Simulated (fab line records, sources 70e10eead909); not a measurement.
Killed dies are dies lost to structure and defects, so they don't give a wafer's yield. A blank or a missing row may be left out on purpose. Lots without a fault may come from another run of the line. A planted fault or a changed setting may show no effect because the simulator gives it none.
fab line records | flow nand_harc | part 2 of 2: steps 5 to 6 of 6
record lots=23 wafers=69 last_day=34
route steps=1302 shown A_STAIRCASE@885 A_SLIT@943 A_WL_FILL@953 A_CONTACT@1024
lots that met no fault: from a run of the same line without faults
start_h: hours from the record's first day to the start of the lot's first wafer shown | wait_h: hours since the lot's step before | " the same as in the row above | L1.1+2: a row that stands for several wafers | - no value, or no start given | * or withheld: withheld | < > ~ a bound
route shown NAME@n: a module of which the file shows steps, and the number in the route of the first | usual: mean/standard deviation of fault-free wafers | same: alike in all rows | chamber/n: place in a boat | sites: the reading at each site | _std_site: their standard deviation | _edge_site: outer sites' mean less inner sites' | radius_mm: how far each site lies from the wafer's centre | mask NAME#n: copy n | behind: the tool/chamber that last shaped the wafer | hold: why the lot was held/for how many hours/how that ended | device: the transistor (n, p or np) that didn't switch | end of line: the same wafers' tests at the end of the route | a step without rows: its recipe alone | killed: dies lost to structure and defects at the first sort, not the wafer's yield | map: a wafer's dies, x killed, . not, _ none there
set.NAME: the setting as run; set.NAME@STEP: as run at that earlier step | model.NAME: the simulator's own value behind a step, which no gauge read
steps of the route over a sample of lots; a table a step, a row a wafer
services: from which hour (start_h, from the record's first day; less than 0 if before it) a tool's chamber was out of use, for how many hours, and why
## steps
# step NHARC_A_CONTACT_STRIP_55
# recipe o2_flow_sccm=500 ar_flow_sccm=0 bias_w=0 chemistry=O2
# usual chamber_pressure_mTorr=60.00/0.056 drypump_motor_current_A=5.89/0.3 oes_product_au=1.003/0.0097 rf_vpp_V=58.0/0.86 showerhead_plenum_p_Torr=3.57/0.11 throttle_valve_pct=17.035/0.0089
# columns lot.wafer tool chamber start_h wait_h chamber_pressure_mTorr drypump_motor_current_A oes_product_au rf_hours_counter_h rf_vpp_V showerhead_plenum_p_Torr throttle_valve_pct
L075.2 rie_diel-04 1 - - 60.06 6.13 1.006 24 58.2 3.56 17.019
L075.3 " 2 " " 60.03 6.02 1.001 22 57.9 3.70 17.019
L075.5 " 1 " " 60.07 6.11 1.006 - 58.0 3.56 17.039
L076.2 rie_diel-08 2 - - 60.03 5.59 1.005 44 57.3 3.44 17.029
L076.1 " 1 " " 60.00 5.58 1.007 38 58.7 3.63 17.036
L076.5 " 3 " " 60.06 5.85 1.005 - 57.9 3.46 17.030
L074.3 rie_diel-08 3 - - 59.96 5.86 1.006 44 58.8 3.46 17.043
L074.4 " 0 " " 59.91 5.37 0.999 37 57.3 3.56 17.030
L074.5 " 3 " " 60.04 5.86 1.009 - 57.5 3.46 17.018
L077.4 rie_diel-04 3 - - 60.00 6.00 1.007 20 60.0 3.70 17.039
L077.2 " 1 " " 59.96 6.14 1.010 27 57.2 3.56 17.050
L077.6 " 3 " " 60.00 5.99 1.008 - 58.6 3.70 17.027
L078.1 rie_diel-04 0 - - 59.96 6.41 0.993 27 59.9 3.53 17.042
L078.4 " 2 " " 59.92 6.02 0.990 25 57.2 3.70 17.038
L078.2 " 3 " " 59.96 5.98 1.000 20 56.8 3.70 17.028
L080.1 rie_diel-04 0 - - 60.04 6.40 0.991 32 58.8 3.53 17.033
L080.2 " 1 " " 59.91 6.14 1.000 32 59.4 3.55 17.038
L080.4 " 2 " " 59.98 6.01 1.001 29 57.8 3.70 17.026
L079.2 rie_diel-01 3 - - 59.95 5.69 0.993 47 58.9 3.39 17.034
L079.5 " 0 " " 59.98 5.47 1.006 - 58.7 3.78 17.029
L079.6 " 1 " " 60.05 5.88 1.000 - 58.1 3.55 17.030
L084.3 rie_diel-08 3 - - 59.96 5.85 1.010 6 57.6 3.45 17.047
L084.1 " 0 " " 59.93 5.36 1.007 8 59.3 3.55 17.030
L084.5 " 2 " " 60.09 5.58 1.007 - 58.7 3.43 17.034
L082.1 rie_diel-08 2 - - 59.96 5.61 1.020 8 58.1 3.43 17.038
L082.6 " 0 " " 59.95 5.35 1.024 - 58.1 3.55 17.046
L082.5 " 1 " " 59.95 5.58 0.997 - 57.4 3.62 17.041
L083.1 rie_diel-08 3 - - 59.99 5.89 1.006 13 57.2 3.45 17.048
L083.3 " 0 " " 60.00 5.37 1.023 15 58.3 3.54 17.035
L083.4 " 1 " " 59.95 5.60 1.005 13 57.3 3.61 17.034
L081.1 rie_diel-04 3 - - 60.05 5.97 0.996 6 58.0 3.69 17.045
L081.2 " 1 " " 60.00 6.14 1.001 6 57.9 3.55 17.037
L081.4 " 1 " " 60.09 6.12 0.992 - 58.3 3.55 17.040
L085.3 rie_diel-04 3 - - 59.99 5.96 0.989 10 57.4 3.69 17.036
L085.4 " 1 " " 59.95 6.13 1.005 - 58.5 3.55 17.021
L085.5 " 2 " " 59.92 6.01 0.992 - 59.4 3.69 17.019
L086.1 rie_diel-04 2 - - 60.01 6.00 0.997 10 58.4 3.69 17.014
L086.6 " 1 " " 59.97 6.12 0.998 - 58.1 3.55 17.040
L086.5 " 2 " " 59.93 6.01 0.992 - 57.6 3.69 17.059
L088.1 rie_diel-01 2 - - 59.95 6.17 1.018 20 57.9 3.80 17.033
L088.4 " 0 " " 60.01 5.40 0.989 21 59.7 3.76 17.036
L088.6 " 2 " " 60.04 6.22 1.014 - 57.0 3.80 17.028
L089.3 rie_diel-04 1 - - 59.96 6.14 1.008 15 56.8 3.55 17.025
L089.2 " 0 " " 59.99 6.40 1.007 6 58.9 3.53 17.039
L089.6 " 1 " " 59.97 6.14 1.008 - 55.6 3.55 17.048
L087.1 rie_diel-08 3 - - 60.07 5.83 1.002 29 58.9 3.44 17.034
L087.4 " 0 " " 60.08 5.37 1.013 29 56.2 3.54 17.024
L087.6 " 1 " " 59.88 5.58 1.001 - 58.2 3.61 17.054
L091.2 rie_diel-01 1 - - 59.98 5.92 0.997 25 59.2 3.53 17.050
L091.3 " 2 " " 60.05 6.19 1.017 27 57.8 3.79 17.031
L091.1 " 0 " " 60.00 5.46 1.000 27 59.3 3.76 17.022
L092.4 rie_diel-04 0 - - 60.01 6.40 1.002 14 58.4 3.52 17.054
L092.3 " 3 " " 60.12 5.97 1.001 21 58.6 3.68 17.058
L092.6 " 1 " " 59.96 6.15 1.013 - 58.6 3.54 17.020
L094.1 rie_diel-04 3 - - 60.02 5.97 0.993 24 57.4 3.68 17.046
L094.3 " 1 " " 59.97 6.14 1.002 24 57.1 3.54 17.044
L094.4 " 2 " " 60.05 6.01 0.989 22 57.6 3.69 17.028
L093.4 rie_diel-04 3 - - 60.01 6.00 1.003 24 57.5 3.68 17.029
L093.2 " 0 " " 60.01 6.43 0.996 17 57.2 3.52 17.044
L093.5 " 2 " " 59.96 5.99 1.000 - 58.7 3.69 17.040
L097.1 rie_diel-08 3 - - 59.81 5.84 1.008 52 57.8 3.43 17.027
L097.2 " 0 " " 59.89 5.36 1.032 57 58.6 3.52 17.028
L097.5 " 2 " " 60.09 5.57 1.016 - 57.6 3.41 17.038
L096.1 rie_diel-08 3 - - 59.95 5.80 1.003 54 56.9 3.42 17.032
L096.3 " 0 " " 59.81 5.38 1.030 58 57.0 3.52 17.030
L096.6 " 1 " " 60.07 5.60 1.000 - 58.4 3.59 17.035
L095.3 rie_diel-01 2 - - 60.10 6.21 1.016 48 59.9 3.78 17.035
L095.6 " 1 " " 59.93 5.92 1.006 - 57.7 3.52 17.035
L095.4 " 2 " " 60.03 6.22 1.012 - 59.6 3.78 17.049
# step NHARC_A_CONTACT_DEP_58
# recipe target_thk_a=900 target_thk_nm=90 temp_c=400 pressure_torr=3.5 flow_sccm=200 rf_w=350 material=SiON
# usual heater_power_w=719/130
# columns lot.wafer tool chamber start_h wait_h heater_power_w
L075.3 pecvd-03 2 513.42 1.6 598
L075.2 " 0 " " 640
L075.5 " 1 " " 838
L076.1 pecvd-02 0 516.54 2.7 633
L076.2 " 1 " " 669
L076.5 " 0 " " 647
L074.3 pecvd-04 0 520.25 1.7 948
L074.5 " 1 " " 912
L074.4 " 0 " " 935
L077.2 pecvd-03 0 523.44 2.2 621
L077.6 " 1 " " 785
L077.4 " 2 " " 578
L078.2 pecvd-04 1 523.66 2.2 895
L078.1 " 2 " " 588
L078.4 " 1 " " 911
L080.2 pecvd-03 1 537.54 2.1 792
L080.1 " 0 " " 650
L080.4 " 1 " " 779
L079.2 pecvd-03 1 545.52 2.2 752
L079.5 " 2 " " 591
L079.6 " 0 " " 641
L084.1 pecvd-02 0 583.40 2.7 643
L084.3 " 2 " " 604
L084.5 " 0 " " 649
L082.1 pecvd-03 2 589.16 2.8 593
L082.6 " 1 " " 853
L082.5 " 2 " " 609
L083.3 pecvd-03 1 595.48 1.6 907
L083.1 " 2 " " 546
L083.4 " 0 " " 651
L081.2 pecvd-04 1 595.77 2.3 805
L081.1 " 2 " " 600
L081.4 " 1 " " 812
L085.4 pecvd-04 1 606.47 1.2 915
L085.3 " 0 " " 938
L085.5 " 1 " " 946
L086.1 pecvd-03 0 615.19 2.7 643
L086.6 " 0 " " 630
L086.5 " 2 " " 624
L088.1 pecvd-02 0 633.36 2.8 703
L088.6 " 1 " " 714
L088.4 " 2 " " 677
L089.3 pecvd-02 2 639.34 1.6 639
L089.2 " 1 " " 780
L089.6 " 1 " " 764
L087.1 pecvd-02 2 644.38 2.7 682
L087.4 " 2 " " 689
L087.6 " 0 " " 701
L091.3 pecvd-04 2 656.36 1.6 539
L091.2 " 0 " " 874
L091.1 " 1 " " 801
L092.3 pecvd-04 2 663.97 1.7 588
L092.6 " 1 " " 921
L092.4 " 0 " " 888
L094.3 pecvd-02 0 680.93 1.8 639
L094.1 " 1 " " 781
L094.4 " 2 " " 600
L093.2 pecvd-04 0 684.01 2.2 833
L093.5 " 0 " " 874
L093.4 " 2 " " 653
L097.2 pecvd-04 2 716.85 2.2 667
L097.1 " 1 " " 945
L097.5 " 2 " " 664
L096.3 pecvd-03 0 721.46 1.6 558
L096.1 " 1 " " 866
L096.6 " 0 " " 579
L095.3 pecvd-02 2 734.33 1.6 641
L095.4 " 2 " " 643
L095.6 " 0 " " 596
## services
# columns tool chamber start_h hours kind
rie_diel-04 1 425.22 5.6 repair
rie_diel-08 0 432.64 2.7 repair
pecvd-02 - 439.11 2.3 repair
rie_diel-12 3 439.57 9.5 repair
rie_diel-12 - 446.43 9.0 pm
pecvd-04 - 450.12 13.0 pm
rie_diel-04 3 454.43 15.0 repair
rie_diel-08 1 481.25 4.0 repair
rie_diel-08 - 498.61 5.7 repair
rie_diel-04 3 502.59 2.6 repair
pecvd-04 - 511.54 0.3 repair
rie_diel-04 - 531.99 9.0 pm
rie_diel-12 2 544.23 16.7 repair
rie_diel-08 - 548.91 9.0 pm
rie_diel-04 1 562.54 2.9 repair
rie_diel-12 0 568.12 15.6 repair
rie_diel-04 0 572.98 42.3 repair
rie_diel-12 3 574.13 1.2 repair
pecvd-02 - 589.30 13.0 pm
pecvd-04 2 599.65 8.6 repair
pecvd-04 - 631.14 13.0 pm
rie_diel-04 - 708.99 9.0 pm
pecvd-02 - 711.32 10.2 repair
rie_diel-08 - 725.94 9.0 pm
